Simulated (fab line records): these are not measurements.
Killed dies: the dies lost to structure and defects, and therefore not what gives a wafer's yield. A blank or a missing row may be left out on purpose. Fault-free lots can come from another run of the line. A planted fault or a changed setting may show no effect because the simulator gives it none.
Lot-split experiment ; flow n5Finfet ; on a route of 1938 steps: 7 lots, 21 wafers read

== THE SPLIT ITSELF ==
At N5_SDB_ALD_29 (deposits SiNx, target thk 30 nm, pulse time 1 s, ald cycles 600), the setting aldCycles was moved away from the recipe's 600 on 5 of the 21 wafers read, by -4.7% to +8.8%. The other wafers ran this setting at the recipe's value.

The reading comes from the split's own step.

== THE READING ==
SiNx_of_SDB_ALD_29.thkNm (the simulator's own value, which no gauge read), in nm, at N5_SDB_ALD_29 (deposits SiNx, target thk 30 nm, pulse time 1 s, ald cycles 600). The file gives no usual value for it. Here, 16 wafers ran the recipe; their average is 30.0 nm with a standard deviation of 0.17 nm.

wafer;tool, chamber at the split;aldCycles as run;against the recipe;SiNx_of_SDB_ALD_29.thkNm, nm;against lot-mates on the recipe
L075.2;aldSin-01, 1;653;+8.8%;32.4;+2.2
L075.4;aldSin-01, 2;600;recipe;30.2;-
L075.5;aldSin-01, 2;600;recipe;30.2;-
L077.4;aldSin-02, 1;572;-4.7%;28.8;-1.0
L077.5;aldSin-02, 2;600;recipe;29.8;-
L077.6;aldSin-02, 3;572;-4.7%;28.6;-1.2
L078.1;aldSin-04, 2,1;600;recipe;30;-
L078.3;aldSin-04, 2,1;600;recipe;30;-
L078.5;aldSin-04, 0;600;recipe;30.2;-
L081.2;aldSin-04, 3,1;642;+7.0%;32;+1.8
L081.6;aldSin-04, 3,1;642;+7.0%;32;+1.8
L081.5;aldSin-04, 0;600;recipe;30.2;-
L082.1;aldSin-01, 3;600;recipe;29.8;-
L082.5;aldSin-01, 3;600;recipe;29.8;-
L082.4;aldSin-01, 0;600;recipe;30;-
L084.2;aldSin-02, 1,2,1;600;recipe;30;-
L084.3;aldSin-02, 1,2,1;600;recipe;30;-
L084.6;aldSin-02, 1,2,1;600;recipe;30;-
L086.1;aldSin-02, 3;600;recipe;29.6;-
L086.2;aldSin-02, 1;600;recipe;30;-
L086.3;aldSin-02, 0;600;recipe;30.2;-
If several chambers appear in one row, that row covers several wafers at once and the file leaves open which wafer was in which chamber.

FIT RESULTS
A straight line over all 21 wafers: SiNx_of_SDB_ALD_29.thkNm changes by +0.279 nm for each +1% of aldCycles; r = +0.98; the points scatter about the line by 0.16 nm.
The same after taking each lot's own level away (the mean of its wafers on the recipe; 21 wafers): +0.249 nm for each +1%; r = +0.99; scatter 0.12 nm.
According to that fit, moving aldCycles by its largest amount changes the reading by 2.2 nm.
Measured against the standard deviation above, the lots' own levels, which go from 29.80 to 30.20 nm, span 2.3 times it.
So the lot-to-lot level changes the slope: the two fits differ.
Check: +2.22 nm against its lot-mates is what the line predicts for one of the wafers moved furthest among these (+8.8%) when that wafer is left out of the fit. Against them it came out at +2.2 nm.

== ADDITIONAL SPLITS CARRIED BY THESE WAFERS ==
Other splits were also applied to these wafers ahead of the reading. Each is held against what the fit with the lots' levels taken away leaves over:
other split on the same wafers;wafers away from the commonest value;r with SiNx_of_SDB_ALD_29.thkNm (lot level and that fit taken away)
N5_WELL_APT_COAT_19 spinRpm;7;-0.07
N5_FIN_SAQP_EXPOSE_13 doseMj;8;+0.39
N5_FIN_SAQP_PEB_14 pebTimeS;6;+0.04
N5_DUMMY_GATE_EXPOSE_12 doseMj;3;-0.19
N5_SD_EPI_N_COAT_33 spinRpm;7;-0.14
N5_SDB_COAT_03 spinRpm;7;-0.10

== FILE'S OWN FIT ==
SiNx_of_SDB_ALD_29.thkNm changes by +0.25 nm for each +1% of aldCycles, r = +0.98.
